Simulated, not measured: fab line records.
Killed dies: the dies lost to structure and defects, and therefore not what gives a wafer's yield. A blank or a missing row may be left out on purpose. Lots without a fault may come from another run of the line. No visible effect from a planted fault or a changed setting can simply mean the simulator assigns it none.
Which tool is to blame? -- flow n5_finfet -- 12 lots, 36 wafers sampled, at 2 steps of a route of 1938

== WHAT EACH GAUGE READ, for each wafer ==
N5_BEOL_M15_THK_MEAS_01.
lot,measured,on,M15_ILD_THK (nm)
L736,day 12 08:29,film_metro-01,1615 1622 1654
L738,day 12 15:55,film_metro-02,1624 1622 1636
L739,day 12 16:58,film_metro-01,1637 1657 1671
L742,day 13 17:59,film_metro-01,1606 1623 1647
L746,day 16 12:02,film_metro-01,1606 1656 1640
L751,day 16 17:09,film_metro-02,1629 1609 1640
L745,day 17 01:55,film_metro-02,1624 1649 1659
L752,day 17 11:05,film_metro-02,1611 1629 1657
L755,day 18 01:58,film_metro-02,1592 1640 1614
L754,day 18 06:35,film_metro-02,1640 1617 1639
L759,day 18 23:31,film_metro-01,1666 1624 1644
L757,day 18 23:47,film_metro-02,1649 1651 1640

N5_BEOL_M15_CD_MEAS_10: the cd target is 360 nm.
lot,measured,on,cd_nm (nm)
L736,day 12 08:47,cd_sem-01,358.8 360.2 360.4
L738,day 12 16:21,cd_sem-02,359.0 358.3 358.6
L739,day 12 17:24,cd_sem-03,359.9 361.2 358.7
L742,day 13 18:25,cd_sem-01,363.2 361.2 360.0
L746,day 16 12:20,cd_sem-03,358.2 358.7 359.5
L751,day 16 17:27,cd_sem-02,361.1 361.7 360.5
L745,day 17 02:21,cd_sem-01,362.7 362.4 360.2
L752,day 17 11:31,cd_sem-03,363.0 360.6 361.9
L755,day 18 02:23,cd_sem-02,357.4 358.6 361.3
L754,day 18 07:01,cd_sem-03,359.6 360.5 358.6
L759,day 18 23:49,cd_sem-03,358.5 359.8 359.1
L757,day 19 00:06,cd_sem-02,359.9 359.7 358.4

== TOOL THAT RAN EACH LOT (tool first, then ch and the chambers of the sampled wafers, then the start) ==
The record holds no process step before these readings.

== WHAT THE TOOLS THEMSELVES READ (means of the sampled wafers that have a number; where no wafer has one, the mark that the record gives instead) ==
The record holds no such reading with a usual standard deviation.

== THE ANSWER, worked out from the rows above alone ==
Rule: usual is defined by the lots themselves. Put in order of their means at a reading, lots are off if they are a third of the lots or fewer, leave a main group of 4 or more, and stand apart from it by a gap of 3 or more times the standard deviation of the main group's means; of several such gaps the widest counts. Not used: any main group whose means are identical at the precision the tables above print for the reading. Also off: a lot with no number at a reading for which 4 or more lots have one. The other lots that the step has rows for count as sound. Order of review: gauges by route order, followed by the tools' own readings, for which a lot's mean as printed above is used. The first step at which some lot is off is used, and at that step the reading that is off furthest; a lot without a number counts as furthest.
None of the lots is off at any reading shown; this tells nothing.

== WHAT THE SIMULATOR HAD INSERTED ==
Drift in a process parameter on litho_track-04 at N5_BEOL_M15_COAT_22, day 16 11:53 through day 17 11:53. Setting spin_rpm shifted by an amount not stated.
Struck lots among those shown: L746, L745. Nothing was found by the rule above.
